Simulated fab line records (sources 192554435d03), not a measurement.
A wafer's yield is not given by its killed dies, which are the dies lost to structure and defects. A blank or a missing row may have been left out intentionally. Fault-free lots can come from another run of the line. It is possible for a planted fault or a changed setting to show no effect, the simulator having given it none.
fab line records	flow n5_finfet
record lots=9	wafers=26	last_day=17
route steps=1938 shown MOL_CONTACT_COAG@532 BEOL_M4@1111 BEOL_M15@1812 PASS1_DEP@1831 MIM_TOP_LITHO@1850 PASSIVATION@1936
lots with no fault: from the same line, run without faults
start_h: hours from the record's opening day to when the first of the lot's shown wafers began	wait_h: how many hours have passed since the lot's step before this one	" the same as in the row above	L1.1+2: a single row standing in for several wafers	- value missing, or start not given	* or withheld: withheld	< > ~ a bound
route shown NAME@n: names a module that has steps shown in the file, with the first one's number in the route	usual: mean and standard deviation over wafers with no fault	same: alike in all rows	chamber/n: place in a boat	sites: readings site by site	_std_site: their standard deviation	_edge_site: mean of outer sites minus mean of inner sites	radius_mm: for every site, how far away it sits from the centre of the wafer	mask NAME#n: copy n	behind: tool/chamber where the wafer was last shaped	hold: the reason the lot was held/the length of the hold in hours/how it ended	device: which transistor (n, p or np) failed to switch	end of line: the route-end tests of the same wafers	a step given without rows: its recipe and nothing more	killed: the dies lost at the first sort to structure and to defects; this is not the yield of the wafer	map: the dies of a wafer, with x for killed, . for not killed, _ for no die there
set.NAME: the setting as run; set.NAME@STEP: as run at that earlier step	model.NAME: the simulator's own value behind a step, which no gauge read
one table for each step of the route and one row for each wafer, over a sample of lots
services: from which hour (start_h, from the record's first day; less than 0 if before it) a tool's chamber was out of use, for how many hours, and why
## steps
# step N5_MOL_CONTACT_COAG_ETCH_106
# recipe chemistry=N2/H2	target=SOC	target_depth_a=800	overetch_a=160	mask_material=SiARC	temp_c=40	time_s=120	ion_energy_ev=200	pressure_mtorr=30	source_w=840	bias_w=150	n2_flow_sccm=200	h2_flow_sccm=200
# usual drypump_motor_current_A=5.8/0.45	oes_product_au=0.66/0.063	rf_vpp_V=524.2/2.3	showerhead_plenum_p_Torr=2.55/0.08	throttle_valve_pct=17.84/0.23
lot.wafer	tool	chamber	start_h	wait_h	drypump_motor_current_A	oes_product_au	rf_hours_counter_h	rf_vpp_V	showerhead_plenum_p_Torr	throttle_valve_pct
L304.2	rie_diel-05	3	90.08	0.0	6.5	0.66	172	526.5	2.65	18.18
L304.3	"	1	"	"	5.2	0.65	191	528.0	2.63	17.97
L304.6	"	1	"	"	5.1	0.64	-	527.3	2.63	17.98
L305.1	rie_diel-05	2	91.48	0.0	5.5	0.63	245	522.2	2.49	17.74
L305.3	"	0	"	"	5.7	0.65	190	527.2	2.62	17.67
L305.5	"	1	"	"	5.2	0.65	-	526.4	2.63	17.96
L306.2	rie_diel-05	1	98.49	0.0	5.1	0.64	193	526.7	2.63	17.98
L306.3	"	3	"	"	6.5	0.65	173	527.6	2.65	18.16
L306.5	"	0	"	"	5.8	0.65	-	527.1	2.62	17.70
L307.3	rie_diel-05	2	104.30	0.0	5.5	0.63	249	523.3	2.49	17.76
L307.5	"	1	"	"	5.1	0.64	-	526.3	2.63	17.98
L307.6	"	2	"	"	5.5	0.62	-	520.7	2.49	17.77
L308.2	rie_diel-03	1	113.17	0.0	6.4	0.71	97	524.2	2.55	17.68
L308.4	"	3	"	"	5.9	0.65	174	524.3	2.55	17.66
L308.6	"	1	"	"	6.4	0.72	-	525.2	2.55	17.68
L311.1	rie_diel-05	3	131.94	0.0	6.5	0.64	188	526.4	2.65	18.22
L311.3	"	2	"	"	5.5	0.89	0	523.4	2.49	17.37
L311.6	"	3	"	"	6.5	0.64	-	525.4	2.65	18.22
L313.3	rie_diel-05	3	144.51	0.0	6.5	0.64	192	525.4	2.64	18.22
L313.4	"	2	"	"	5.5	0.86	6	523.3	2.49	17.36
L313.5	"	2	"	"	5.5	0.85	-	522.9	2.49	17.38
L315.2	rie_diel-02	3	157.49	0.0	5.9	0.77	39	522.9	2.47	17.75
L315.3	"	2	"	"	5.8	0.63	239	522.5	2.49	18.07
L315.5	"	1	"	"	5.3	0.66	-	526.9	2.66	17.81
L325.2	rie_diel-05	3	218.15	0.0	6.5	0.61	217	526.8	2.63	18.26
L325.4	"	2	"	"	5.5	0.77	30	521.8	2.48	17.42
# step N5_BEOL_M4_RC_MEAS_101
# usual DIBL_N=35.9/1.8	DIBL_P=36.2/2	IOFF_N=0.16/0.031	IOFF_P=0.22/0.041	ION_N=676/11	ION_P=465/8.5	SS_N=71.4/0.64	SS_P=73.2/0.7	VT_N=250/3.5	VT_P=-250/3.9
lot.wafer	tool	chamber	start_h	wait_h	DIBL_N[mV/V]	DIBL_P[mV/V]	IOFF_N[nA/um]	IOFF_P[nA/um]	ION_N[uA/um]	ION_P[uA/um]	SS_N[mV/dec]	SS_P[mV/dec]	VT_N[mV]	VT_P[mV]
L305.1	prober-02	0	172.36	0.0	35.3	37.7	0.15	0.21	681	472	70.8	73.5	250	-250
L305.3	"	0	"	"	34.0	35.3	0.13	0.18	657	456	70.9	73.1	253	-252
L305.5	"	0	"	"	35.9	37.8	0.16	0.22	688	467	70.8	73.5	251	-249
L304.2	prober-01	0	172.38	0.2	35.4	35.3	0.13	0.22	672	466	71.4	72.4	255	-249
L304.3	"	0	"	"	36.9	37.8	0.17	0.29	694	484	71.1	73.3	249	-244
L304.6	"	0	"	"	35.3	34.9	0.14	0.23	674	476	70.7	73.0	252	-246
L306.2	prober-02	0	182.35	0.2	36.6	35.9	0.17	0.19	673	449	71.5	73.4	250	-251
L306.3	"	0	"	"	33.5	32.5	0.11	0.15	657	450	70.8	71.8	252	-254
L306.5	"	0	"	"	35.1	35.4	0.15	0.18	676	457	71.1	72.0	250	-251
L307.3	prober-02	0	189.02	0.3	32.6	34.6	0.12	0.18	668	462	70.5	72.7	254	-248
L307.5	"	0	"	"	29.3	29.7	0.08	0.12	652	450	70.0	71.0	260	-254
L307.6	"	0	"	"	34.5	34.9	0.14	0.18	655	451	71.0	71.9	252	-251
L308.2	prober-01	0	195.17	0.2	36.8	36.1	0.18	0.25	681	471	72.3	73.8	249	-244
L308.4	"	0	"	"	36.2	35.4	0.15	0.24	673	474	71.4	74.1	250	-245
L308.6	"	0	"	"	34.8	34.8	0.15	0.23	678	472	71.2	73.0	249	-247
L311.1	prober-01	0	214.18	0.0	34.1	32.5	0.12	0.19	672	468	71.3	72.5	253	-250
L311.3	"	0	"	"	36.5	35.7	0.17	0.24	682	464	71.4	73.8	247	-247
L311.6	"	0	"	"	36.3	35.0	0.16	0.22	675	459	71.6	72.7	249	-247
L313.3	prober-01	0	218.98	0.3	36.3	36.6	0.16	0.25	678	470	70.6	73.6	247	-242
L313.4	"	0	"	"	36.3	36.9	0.16	0.26	673	465	71.3	72.8	249	-245
L313.5	"	0	"	"	36.5	36.9	0.16	0.25	688	477	71.2	72.9	249	-246
L315.2	prober-01	0	242.24	0.2	36.9	35.8	0.16	0.21	675	461	72.6	73.1	249	-250
L315.3	"	0	"	"	35.8	34.5	0.14	0.19	665	453	71.9	73.6	251	-252
L315.5	"	0	"	"	37.7	36.8	0.17	0.23	680	463	71.8	73.5	249	-247
L325.2	prober-01	0	303.42	0.2	34.7	33.7	0.14	0.20	668	466	71.2	72.9	249	-251
L325.4	"	0	"	"	34.8	33.1	0.15	0.19	661	457	71.2	71.8	250	-250
# step N5_BEOL_M15_STRIP_62
# recipe chemistry=O2	power_w=600	temp_c=60	pressure_mtorr=30	rf_frequency_hz=6e+07	bias_power_w=0	overash_fraction=0.3	o2_flow_sccm=225
# usual drypump_motor_current_A=5.6/0.46	oes_product_au=0.81/0.09	rf_vpp_V=3.6/0.49	showerhead_plenum_p_Torr=2.11/0.088	throttle_valve_pct=16.66/0.24
# same overash_fraction=0.3
lot.wafer	tool	chamber	start_h	wait_h	drypump_motor_current_A	oes_product_au	rf_hours_counter_h	rf_vpp_V	showerhead_plenum_p_Torr	throttle_valve_pct
L304.2	rie_diel-04	0	-	-	5.3	0.73	202	3.7	2.18	16.87
L304.3	"	1	"	"	5.4	0.69	249	3.1	2.14	17.13
L304.6	"	1	"	"	5.4	0.69	-	3.7	2.14	17.12
L305.1	rie_diel-04	2	-	-	5.9	0.82	81	3.8	2.14	16.65
L305.3	"	0	"	"	5.3	0.74	202	3.6	2.17	16.86
L305.5	"	1	"	"	5.4	0.68	-	3.7	2.14	17.13
L306.2	rie_diel-01	1	-	-	6.4	0.74	195	3.9	2.09	16.97
L306.3	"	2	"	"	5.1	0.76	165	3.7	2.17	16.74
L306.5	"	0	"	"	6.2	0.68	-	3.3	1.98	17.05
L307.3	rie_diel-04	0	-	-	5.3	0.72	209	3.7	2.17	16.87
L307.5	"	0	"	"	5.3	0.72	-	4.0	2.17	16.88
L307.6	"	3	"	"	6.0	0.93	-	3.3	2.14	16.21
L308.2	rie_diel-06	2	-	-	4.8	0.86	46	3.7	2.21	16.48
L308.4	"	1	"	"	5.6	0.75	-	3.9	1.91	16.47
L308.6	"	2	"	"	4.8	0.85	-	2.6	2.21	16.47
L311.1	rie_diel-06	3	-	-	6.2	0.91	18	3.4	2.07	16.53
L311.3	"	2	"	"	4.8	0.84	54	4.5	2.21	16.49
L311.6	"	0	"	"	5.6	0.70	-	3.8	2.16	16.96
L313.3	rie_diel-06	3	-	-	6.2	0.90	20	3.0	2.07	16.54
L313.4	"	2	"	"	4.8	0.84	55	3.9	2.21	16.50
L313.5	"	0	"	"	5.6	0.71	-	4.6	2.15	16.97
L315.2	rie_diel-04	1	-	-	5.4	0.96	10	4.4	2.14	16.74
L315.3	"	2	"	"	5.9	0.79	102	3.6	2.13	16.66
L315.5	"	0	"	"	5.3	0.71	-	3.0	2.17	16.91
L325.2	rie_diel-06	3	-	-	6.1	0.85	47	3.4	2.06	16.58
L325.4	"	3	"	"	6.1	0.85	-	4.0	2.06	16.59
# step N5_PASSIVATION_PECVD_00
# recipe material=SiO2	target_thk_a=2000	temp_c=400	precursor=SiH4/N2O	pressure_torr=2.7	rf_w=608	time_s=11.2
# usual heater_power_w=628/89	showerhead_plenum_p_Torr=8.15/0.12	throttle_valve_pct=51/3
lot.wafer	tool	chamber	start_h	wait_h	heater_power_w	showerhead_plenum_p_Torr	throttle_valve_pct
L304.2	pecvd-01	0	272.36	0.7	780	8.02	47
L304.3	"	1	"	"	680	8.00	49
L304.6	"	1	"	"	676	8.02	49
L305.1	pecvd-03	1	273.29	0.8	603	8.27	48
L305.3	"	0	"	"	635	8.35	57
L305.5	"	1	"	"	623	8.28	48
L306.2	pecvd-01	1	285.14	0.7	668	8.01	50
L306.3	"	0	"	"	790	8.01	47
L306.5	"	0	"	"	793	8.01	47
L307.3	pecvd-01	2	289.24	0.5	755	8.12	48
L307.5	"	2	"	"	739	8.12	48
L307.6	"	1	"	"	699	8.02	49
L308.2	pecvd-02	0	293.43	0.7	712	8.22	52
L308.4	"	1	"	"	597	8.15	54
L308.6	"	2	"	"	441	8.01	51
L311.1	pecvd-03	1	315.84	0.8	590	8.29	48
L311.3	"	2	"	"	543	8.09	50
L311.6	"	0	"	"	643	8.36	57
L313.3	pecvd-02	1	318.78	0.5	643	8.16	54
L313.4	"	0	"	"	554	8.22	52
L313.5	"	1	"	"	518	8.14	54
L315.2	pecvd-02	2	334.68	0.7	494	8.00	51
L315.3	"	1	"	"	585	8.18	54
L315.5	"	0	"	"	659	8.22	53
L325.2	pecvd-01	2	399.66	0.7	723	8.13	48
L325.4	"	0	"	"	729	8.00	47
# step N5_MIM_TOP_LITHO_DESCUM_10
# recipe chemistry=O2	time_s=7.9	source_power_w=50	bias_power_w=20	pressure_mtorr=20	rf_frequency_hz=2.712e+07	temp_c=40	o2_flow_sccm=225
# usual drypump_motor_current_A=5.8/0.42	oes_product_au=0.86/0.091	rf_vpp_V=242.9/1.2	showerhead_plenum_p_Torr=2.07/0.07	throttle_valve_pct=20.26/0.23
lot.wafer	tool	chamber	start_h	wait_h	drypump_motor_current_A	oes_product_au	rf_hours_counter_h	rf_vpp_V	showerhead_plenum_p_Torr	throttle_valve_pct
L304.2	rie_diel-03	2	275.56	0.1	5.5	0.94	19	243.4	2.03	19.99
L304.3	"	0	"	"	6.3	0.96	10	242.6	2.06	20.27
L304.6	"	1	"	"	6.3	0.74	-	243.9	2.09	20.49
L305.1	rie_diel-03	1	275.78	0.0	6.3	0.74	154	242.5	2.09	20.47
L305.3	"	2	"	"	5.4	0.94	19	242.7	2.03	19.97
L305.5	"	1	"	"	6.3	0.74	-	243.5	2.09	20.48
L306.2	rie_diel-05	0	287.99	0.0	5.7	0.99	4	245.2	2.16	20.09
L306.3	"	3	"	"	6.5	0.67	244	244.4	2.14	20.72
L306.5	"	2	"	"	5.5	0.85	-	241.8	2.02	20.09
L307.3	rie_diel-03	0	292.09	0.0	6.3	0.95	17	242.1	2.06	20.27
L307.5	"	2	"	"	5.4	0.92	-	242.8	2.03	20.00
L307.6	"	1	"	"	6.3	0.73	-	243.6	2.09	20.50
L308.2	rie_diel-02	3	295.49	0.2	6.0	0.79	91	241.5	2.01	20.47
L308.4	"	2	"	"	5.8	0.88	33	242.9	2.05	20.39
L308.6	"	1	"	"	5.4	0.70	-	244.0	2.15	20.32
L311.1	rie_diel-05	0	318.25	0.1	5.8	0.95	16	244.2	2.16	20.09
L311.3	"	2	"	"	5.5	0.85	71	241.9	2.02	20.11
L311.6	"	1	"	"	5.2	0.96	-	244.3	2.16	20.54
L313.3	rie_diel-05	0	322.56	0.1	5.7	0.94	18	243.8	2.16	20.10
L313.4	"	1	"	"	5.1	0.95	-	244.4	2.16	20.55
L313.5	"	0	"	"	5.7	0.95	-	242.0	2.16	20.10
L315.2	rie_diel-05	3	338.59	0.1	6.5	0.97	4	244.6	2.14	20.37
L315.3	"	0	"	"	5.8	0.92	26	243.3	2.16	20.11
L315.5	"	3	"	"	6.5	0.97	-	243.5	2.14	20.36
L325.2	rie_diel-03	2	402.38	0.6	5.5	0.85	72	241.4	2.01	20.06
L325.4	"	3	"	"	5.9	0.94	-	243.6	2.03	19.80
# step N5_PASSIVATION_PROBE_49
# usual defect_limited_yield=91.3/1.3	killed_at_M0_to_M3=35/9.3	killed_at_M4_up=14/5.2	killed_at_contacts=12/5.9	killed_at_front_end=38/11	killed_at_other=4/3.7	killed_dies=103/15	killed_on_rim=14/4	killed_open=67/12	killed_short=34/8	sort_bin_5_function=5.1/0.88	sort_bin_6_memory=3.3/0.65	sort_n_pass=1077/15	sort_yield_pct=91.3/1.3
# same gross_dies=1180	killed_at_back_side=0	sort_bin_4_leakage[%]=0	sort_bin_8_speed[%]=0
lot.wafer	tool	chamber	start_h	wait_h	defect_limited_yield[%]	killed_at_M0_to_M3	killed_at_M4_up	killed_at_contacts	killed_at_front_end	killed_at_other	killed_dies	killed_on_rim	killed_open	killed_short	sort_bin_5_function[%]	sort_bin_6_memory[%]	sort_n_pass	sort_yield_pct[%]
L325.2	prober-02	-	414.52	0.1	83.0	35	5	133	27	1	201	80	60	18	13.8	3.1	979	83.0
L325.4	prober-02	-	414.62	0.2	60.8	18	7	385	52	0	462	59	65	27	35.8	3.2	718	60.8
# killed by level:class
L325.2 MOL_CONTACT_COAG:area_etch=122 BEOL_M2:geometric_particle:open=9 MOL_CONTACT_COAG:geometric_particle:open=9 BEOL_M0_SAQP:geometric_particle:open=9 STI_FIN_REVEAL:geometric_particle:open=6 BEOL_M0_SAQP:geometric_particle:short=6 BEOL_M3:geometric_particle:open=6 FIN_SAQP:geometric_particle:short=3
L325.4 MOL_CONTACT_COAG:area_etch=368 MOL_CONTACT_COAG:geometric_particle:open=14 FIN_SAQP:geometric_particle:open=12 STI_FIN_REVEAL:geometric_particle:open=10 BEOL_M1:geometric_particle:open=6 GATE_CUT:geometric_particle:open=5 DUMMY_GATE:geometric_particle:open=4 ILD0:geometric_particle:open=4
## services
tool	chamber	start_h	hours	kind
pecvd-02	0	108.36	12.0	repair
rie_diel-05	1	141.45	1.7	repair
rie_diel-06	-	151.78	0.2	repair
rie_diel-03	1	217.32	3.5	repair
pecvd-02	2	252.11	3.4	repair
rie_diel-05	3	253.97	1.8	repair
pecvd-02	-	257.22	1.5	repair
rie_diel-03	3	272.91	8.3	repair
rie_diel-06	0	287.07	4.0	repair
rie_diel-03	2	308.08	2.5	repair
rie_diel-03	3	308.34	5.9	repair
rie_diel-03	1	314.59	8.3	repair
rie_diel-05	2	335.38	4.5	repair
pecvd-02	2	346.08	11.0	repair
pecvd-01	-	348.71	0.8	repair
rie_diel-04	1	357.76	5.1	repair
rie_diel-03	1	370.41	3.2	repair
rie_diel-03	3	376.39	2.1	repair
rie_diel-03	0	382.97	3.4	repair
rie_diel-03	1	385.29	21.7	repair
rie_diel-05	1	385.92	10.7	repair
rie_diel-06	2	387.16	5.1	repair
rie_diel-06	1	390.05	9.0	repair
rie_diel-05	-	394.14	14.6	pm
## key
first_sign step=N5_PASSIVATION_PROBE_49	reading=killed_at_contacts	direction=up	sigmas=42	usual=12	struck=259
effect step=N5_PASSIVATION_PROBE_49	reading=sort_bin_5_function	direction=up	sigmas=22	usual=5.1	struck=24.8
more_kills_born_at N5_MOL_CONTACT_COAG_ETCH_106@rie_diel-05=490
met_at N5_MOL_CONTACT_COAG_ETCH_106
struck_lots L325
struck_wafers L325.2,L325.4
not_acting_at N5_BEOL_M15_STRIP_62,N5_PASSIVATION_PECVD_00,N5_MIM_TOP_LITHO_DESCUM_10
onset_between 144.51 218.15
also_fits time
fault kind=process_parameter_drift	tool=rie_diel-05	chamber=-	onset_h=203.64	steps=N5_MOL_CONTACT_COAG_ETCH_106	channel=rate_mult	offset=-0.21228	shape=step	end_h=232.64	scope=struck_wafers_only
